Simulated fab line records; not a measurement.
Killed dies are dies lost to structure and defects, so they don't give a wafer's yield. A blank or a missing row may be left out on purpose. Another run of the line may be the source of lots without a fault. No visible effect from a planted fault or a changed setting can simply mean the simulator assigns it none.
What tool caused it? + flow n5 finfet + 33 wafers from 11 lots sampled at 3 of the route's 1938 steps

WHAT THE GAUGES READ, wafer by wafer
N5_BEOL_M14_INSPECT_12: inspects for defects (macro).
| lot  | measured     | on                | raw defect count |
|------|--------------|-------------------|------------------|
| L616 | day 10 23:53 | defect inspect-02 | 3 1 6            |
| L619 | day 12 01:16 | defect inspect-02 | 1 1 2            |
| L620 | day 12 01:28 | defect inspect-02 | 0 1 2            |
| L623 | day 13 03:18 | defect inspect-01 | 1 2 2            |
| L625 | day 14 00:00 | defect inspect-01 | 4 0 4            |
| L628 | day 14 04:05 | defect inspect-01 | 1 2 0            |
| L630 | day 15 00:55 | defect inspect-01 | 1 2 2            |
| L632 | day 15 04:15 | defect inspect-02 | 3 1 1            |
| L618 | day 17 01:50 | defect inspect-02 | 2 0 3            |
| L639 | day 17 20:01 | defect inspect-01 | 4 1 1            |
| L638 | day 18 15:13 | defect inspect-01 | 4 1 5            |

N5_BEOL_M14_CD_MEAS_17: target cd 250 nm.
| lot  | measured     | on        | cd nm (nm)        |
|------|--------------|-----------|-------------------|
| L616 | day 11 00:21 | cd sem-01 | 247.5 249.6 249.6 |
| L619 | day 12 01:44 | cd sem-02 | 250.4 248.8 251.5 |
| L620 | day 12 01:56 | cd sem-02 | 251.9 252.0 252.0 |
| L623 | day 13 03:46 | cd sem-01 | 253.2 248.8 253.7 |
| L625 | day 14 00:28 | cd sem-02 | 249.9 248.8 249.4 |
| L628 | day 14 04:35 | cd sem-03 | 252.0 249.4 252.5 |
| L630 | day 15 01:23 | cd sem-03 | 249.1 252.6 248.9 |
| L632 | day 15 05:05 | cd sem-02 | 249.9 250.7 252.3 |
| L618 | day 17 02:19 | cd sem-01 | 249.8 249.1 248.3 |
| L639 | day 17 20:29 | cd sem-02 | 246.9 248.1 250.2 |
| L638 | day 18 15:41 | cd sem-02 | 253.9 254.2 250.2 |

TOOL THAT RAN EACH LOT (tool first, then ch and the chambers of the sampled wafers, then the start)
| lot  | N5_BEOL_M14_STRIP_63                          |
|------|-----------------------------------------------|
| L616 | rie diel-01 ch 0,1,3, day 11 00:21 or earlier |
| L619 | rie diel-01 ch 1,2,3, day 12 01:44 or earlier |
| L620 | rie diel-06 ch 0,1,3, day 12 01:56 or earlier |
| L623 | rie diel-01 ch 0,2,3, day 13 03:46 or earlier |
| L625 | rie diel-03 ch 0,1,2, day 14 00:28 or earlier |
| L628 | rie diel-01 ch 0,1,3, day 14 04:35 or earlier |
| L630 | rie diel-01 ch 1,3, day 15 01:23 or earlier   |
| L632 | rie diel-01 ch 2,3, day 15 05:05 or earlier   |
| L618 | rie diel-01 ch 0,2,3, day 17 02:19 or earlier |
| L639 | rie diel-01 ch 0,1,2, day 17 20:29 or earlier |
| L638 | rie diel-06 ch 0,1,2, day 18 15:41 or earlier |
- N5_BEOL_M14_STRIP_63: strips in O2.

WHAT THE TOOLS THEMSELVES READ (means of the sampled wafers that have a number; where no wafer has one, the mark that the record gives instead)
N5_BEOL_M14_STRIP_63.
| lot  | tool        | drypump motor current A (A) | oes product au (a.u.) | rf vpp V (V) | showerhead plenum p Torr (Torr) | throttle valve pct (%) |
|------|-------------|-----------------------------|-----------------------|--------------|---------------------------------|------------------------|
| L616 | rie diel-01 | 5.57                        | 0.80                  | 3.1          | 2.14                            | 16.50                  |
| L619 | rie diel-01 | 5.56                        | 0.84                  | 3.5          | 2.12                            | 16.64                  |
| L620 | rie diel-06 | 5.56                        | 0.73                  | 4.1          | 2.10                            | 16.88                  |
| L623 | rie diel-01 | 5.63                        | 0.85                  | 2.8          | 2.13                            | 16.49                  |
| L625 | rie diel-03 | 5.77                        | 0.77                  | 3.2          | 2.12                            | 16.86                  |
| L628 | rie diel-01 | 5.59                        | 0.77                  | 4.2          | 2.13                            | 16.56                  |
| L630 | rie diel-01 | 5.48                        | 0.75                  | 4.4          | 2.11                            | 16.75                  |
| L632 | rie diel-01 | 5.62                        | 0.87                  | 3.6          | 2.11                            | 16.63                  |
| L618 | rie diel-01 | 5.64                        | 0.81                  | 4.1          | 2.12                            | 16.53                  |
| L639 | rie diel-01 | 5.63                        | 0.85                  | 3.2          | 2.16                            | 16.58                  |
| L638 | rie diel-06 | 5.70                        | 0.79                  | 3.7          | 2.06                            | 16.63                  |

THE ANSWER, worked out from the rows above alone
Rule: usual is defined by the lots themselves. The widest of any qualifying gaps counts: lots, ordered by their means at a reading, are off when they make up no more than a third of the lots, leave a main group of 4 or more, and stand apart from it by 3 or more times the standard deviation of that group's means. If all means in a main group match to the digits the tables above print for the reading, that group is not used. A lot without any number at a reading at which 4 lots or more have one is off too. Where the step has rows for the other lots, those lots are counted as sound. Order of review: gauges by route order, followed by the tools' own readings, for which a lot's mean as printed above is used. The first step at which some lot is off is used, and at that step the reading that is off furthest; a lot without a number counts as furthest.
No lot is off on any of the readings shown, so nothing can be concluded from this.

WHAT THE SIMULATOR HAD PUT IN
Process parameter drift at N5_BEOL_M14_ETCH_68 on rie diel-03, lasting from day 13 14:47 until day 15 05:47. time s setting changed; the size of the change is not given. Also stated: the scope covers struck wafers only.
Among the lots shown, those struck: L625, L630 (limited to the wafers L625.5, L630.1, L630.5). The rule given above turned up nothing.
